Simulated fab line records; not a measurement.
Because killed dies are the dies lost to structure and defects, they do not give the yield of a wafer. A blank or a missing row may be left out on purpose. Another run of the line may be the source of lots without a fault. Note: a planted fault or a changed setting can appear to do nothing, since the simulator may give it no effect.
The tool behind it: which one? -- flow nand-harc -- 39 wafers sampled from 13 lots at 1 step of a route of 1302

WHAT THE GAUGES READ, wafer by wafer
NHARC_A_DECK1_JOINT_THK_MEAS_14: measures by ellipsometry.
lot,measured,on,thk-nm (nm)
L321,day 11 09:19,film-metro-02,51.4 50.9 50.7
L324,day 12 19:37,film-metro-01,50.4 55.1 50.1
L327,day 14 04:04,film-metro-01,52.2 52.1 53.5
L328,day 14 04:04,film-metro-02,54.5 47.7 49.4
L329,day 14 15:20,film-metro-02,50.7 53.4 48.9
L331,day 15 02:28,film-metro-01,48.5 53.7 50.1
L330,day 15 02:28,film-metro-02,52.9 52.7 49.4
L332,day 15 20:07,film-metro-01,48.9 52.9 54.0
L337,day 17 23:38,film-metro-01,53.1 51.1 50.9
L338,day 18 22:36,film-metro-02,52.6 51.1 54.1
L340,day 19 13:58,film-metro-01,49.8 51.8 48.6
L341,day 20 03:34,film-metro-01,51.9 52.9 48.7
L343,day 20 03:42,film-metro-01,52.4 51.7 53.1

WHAT TOOL EACH LOT RAN ON (gives the tool, then ch and the chambers of the sampled wafers, and finally the start)
The record shows no process step preceding these readings.

AS READ BY THE TOOLS THEMSELVES (means over the sampled wafers that have a number; for cases with no such wafer, the mark the record gives instead)
The record holds no such reading with a usual standard deviation.

THE ANSWER, worked out from the rows above alone
Rule: what is usual is taken from the lots themselves. Put in order of their means at a reading, lots are off if they are a third of the lots or fewer, leave a main group of 4 or more, and stand apart from it by a gap of 3 or more times the standard deviation of the main group's means; of several such gaps the widest counts. A main group is skipped when, at the precision printed for the reading in the tables above, its means are all equal. Also off: a lot with no number at a reading for which 4 or more lots have one. Any other lot the step has rows for is counted as sound. The gauges are gone through in route order, then the tools' own readings, and for those a lot's mean is taken as printed above. At the first step where some lot is off, the reading lying furthest off is the one used; lots without a number count as furthest.
None of the lots is off at any reading shown; this tells nothing.

WHAT THE SIMULATOR HAD PUT IN
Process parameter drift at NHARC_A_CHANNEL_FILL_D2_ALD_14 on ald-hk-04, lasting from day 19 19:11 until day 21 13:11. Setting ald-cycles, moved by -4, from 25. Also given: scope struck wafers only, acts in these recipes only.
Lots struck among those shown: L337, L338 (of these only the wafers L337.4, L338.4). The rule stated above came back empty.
